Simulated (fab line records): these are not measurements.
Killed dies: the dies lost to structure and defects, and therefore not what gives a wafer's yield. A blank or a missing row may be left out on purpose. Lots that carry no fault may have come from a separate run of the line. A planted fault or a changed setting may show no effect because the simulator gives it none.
Lot-split experiment / flow n5Finfet / route with 1938 steps; 7 lots, 21 wafers read

== SPLIT DETAILS ==
At N5_BEOL_M0_CUTY_ETCH_63 (etches SOC in N2/H2, target depth 82.7 nm, overetch 16.5 nm, time 124 s), the setting sourceW was moved away from the recipe's 840 W on 6 of the 21 wafers read, by -17.4% to +12.2%. For the rest of the wafers, this setting stayed at what the recipe calls for.

The reading is taken at the split's own step.

== THE READING ==
rfVppV, in V, at N5_BEOL_M0_CUTY_ETCH_63 (etches SOC in N2/H2, target depth 82.7 nm, overetch 16.5 nm, time 124 s). A value of 523.5 V with a standard deviation of 2.6 V is what fault-free wafers of this fab line usually give.

wafer=L078.1; tool, chamber at the split=rieDiel-01, 2; sourceW as run, W=840; against the recipe=recipe; rfVppV, V=523.3; against lot-mates on the recipe=-
wafer=L078.4; tool, chamber at the split=rieDiel-01, 1; sourceW as run, W=840; against the recipe=recipe; rfVppV, V=527.3; against lot-mates on the recipe=-
wafer=L078.5; tool, chamber at the split=rieDiel-01, 1; sourceW as run, W=840; against the recipe=recipe; rfVppV, V=526.6; against lot-mates on the recipe=-
wafer=L079.1; tool, chamber at the split=rieDiel-04, 1; sourceW as run, W=925.4; against the recipe=+10.2%; rfVppV, V=505.1; against lot-mates on the recipe=-20.2
wafer=L079.4; tool, chamber at the split=rieDiel-04, 2; sourceW as run, W=840; against the recipe=recipe; rfVppV, V=525.5; against lot-mates on the recipe=-
wafer=L079.6; tool, chamber at the split=rieDiel-04, 2; sourceW as run, W=840; against the recipe=recipe; rfVppV, V=525.1; against lot-mates on the recipe=-
wafer=L082.2; tool, chamber at the split=rieDiel-01, 2; sourceW as run, W=938.5; against the recipe=+11.7%; rfVppV, V=505.4; against lot-mates on the recipe=-19.8
wafer=L082.5; tool, chamber at the split=rieDiel-01, 1; sourceW as run, W=938.5; against the recipe=+11.7%; rfVppV, V=508.3; against lot-mates on the recipe=-16.9
wafer=L082.6; tool, chamber at the split=rieDiel-01, 0; sourceW as run, W=840; against the recipe=recipe; rfVppV, V=525.2; against lot-mates on the recipe=-
wafer=L084.3; tool, chamber at the split=rieDiel-01, 1; sourceW as run, W=693.9; against the recipe=-17.4%; rfVppV, V=561.8; against lot-mates on the recipe=+36.0
wafer=L084.4; tool, chamber at the split=rieDiel-01, 1; sourceW as run, W=840; against the recipe=recipe; rfVppV, V=525.8; against lot-mates on the recipe=-
wafer=L084.5; tool, chamber at the split=rieDiel-01, 3; sourceW as run, W=693.9; against the recipe=-17.4%; rfVppV, V=555.8; against lot-mates on the recipe=+30.0
wafer=L088.3; tool, chamber at the split=rieDiel-04, 0; sourceW as run, W=840; against the recipe=recipe; rfVppV, V=524.1; against lot-mates on the recipe=-
wafer=L088.5; tool, chamber at the split=rieDiel-04, 2; sourceW as run, W=840; against the recipe=recipe; rfVppV, V=524.8; against lot-mates on the recipe=-
wafer=L088.6; tool, chamber at the split=rieDiel-04, 1; sourceW as run, W=840; against the recipe=recipe; rfVppV, V=521.1; against lot-mates on the recipe=-
wafer=L089.2; tool, chamber at the split=rieDiel-04, 2; sourceW as run, W=840; against the recipe=recipe; rfVppV, V=524.4; against lot-mates on the recipe=-
wafer=L089.5; tool, chamber at the split=rieDiel-04, 3; sourceW as run, W=840; against the recipe=recipe; rfVppV, V=521.8; against lot-mates on the recipe=-
wafer=L089.6; tool, chamber at the split=rieDiel-04, 0; sourceW as run, W=840; against the recipe=recipe; rfVppV, V=521.7; against lot-mates on the recipe=-
wafer=L090.1; tool, chamber at the split=rieDiel-01, 3; sourceW as run, W=840; against the recipe=recipe; rfVppV, V=522.0; against lot-mates on the recipe=-
wafer=L090.3; tool, chamber at the split=rieDiel-01, 2; sourceW as run, W=840; against the recipe=recipe; rfVppV, V=523.3; against lot-mates on the recipe=-
wafer=L090.4; tool, chamber at the split=rieDiel-01, 1; sourceW as run, W=942.4; against the recipe=+12.2%; rfVppV, V=508.2; against lot-mates on the recipe=-14.4

FIT RESULTS
A straight line over all 21 wafers: rfVppV changes by -1.77 V for each +1% of sourceW; r = -0.98; the points scatter about the line by 2.7 V.
The same after taking each lot's own level away (the mean of its wafers on the recipe; 21 wafers): -1.74 V for each +1%; r = -0.98; scatter 2.4 V.
The reading moves by 30 V for the largest change in sourceW, on that fit.
The span of the lots' own levels, 522.63 to 525.80 V, comes to 1.2 times the standard deviation stated above.
So the lot-to-lot level changes the slope little: the two slopes agree.
Check: with one of the wafers moved furthest among these (-17.4%) left out of the fit, the line predicts +28.3 V for it against its lot-mates. Against them it came out at +36 V.
Tool readings at the split's step, against how far the setting was moved: rfVppV r = -0.98.

== OTHER SPLITS APPLIED TO THESE WAFERS ==
Note: prior to the reading, these wafers also went through further splits. Each is held against what the fit with the lots' levels taken away leaves over:
other split on the same wafers=N5_SD_EPI_P_DEVELOP_08 developTimeS; wafers away from the commonest value=7; r with rfVppV (lot level and that fit taken away)=+0.09
other split on the same wafers=N5_HKMG_FIN_HK_ALD_01 aldCycles; wafers away from the commonest value=7; r with rfVppV (lot level and that fit taken away)=-0.12
other split on the same wafers=N5_HKMG_FIN_COAT_41 spinRpm; wafers away from the commonest value=8; r with rfVppV (lot level and that fit taken away)=-0.13
other split on the same wafers=N5_GATE_CUT_COAT_27 spinRpm; wafers away from the commonest value=6; r with rfVppV (lot level and that fit taken away)=-0.09
other split on the same wafers=N5_GATE_CUT_COAT_07 spinRpm; wafers away from the commonest value=5; r with rfVppV (lot level and that fit taken away)=-0.20
other split on the same wafers=N5_MOL_CONTACT_COAG_ETCH_124 biasW; wafers away from the commonest value=10; r with rfVppV (lot level and that fit taken away)=-0.13
other split on the same wafers=N5_BEOL_M0_CUTY_COAT_51 spinRpm; wafers away from the commonest value=10; r with rfVppV (lot level and that fit taken away)=+0.03

== THE FILE'S OWN FIT ==
rfVppV changes by -1.69 V for each +1% of sourceW, r = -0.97.
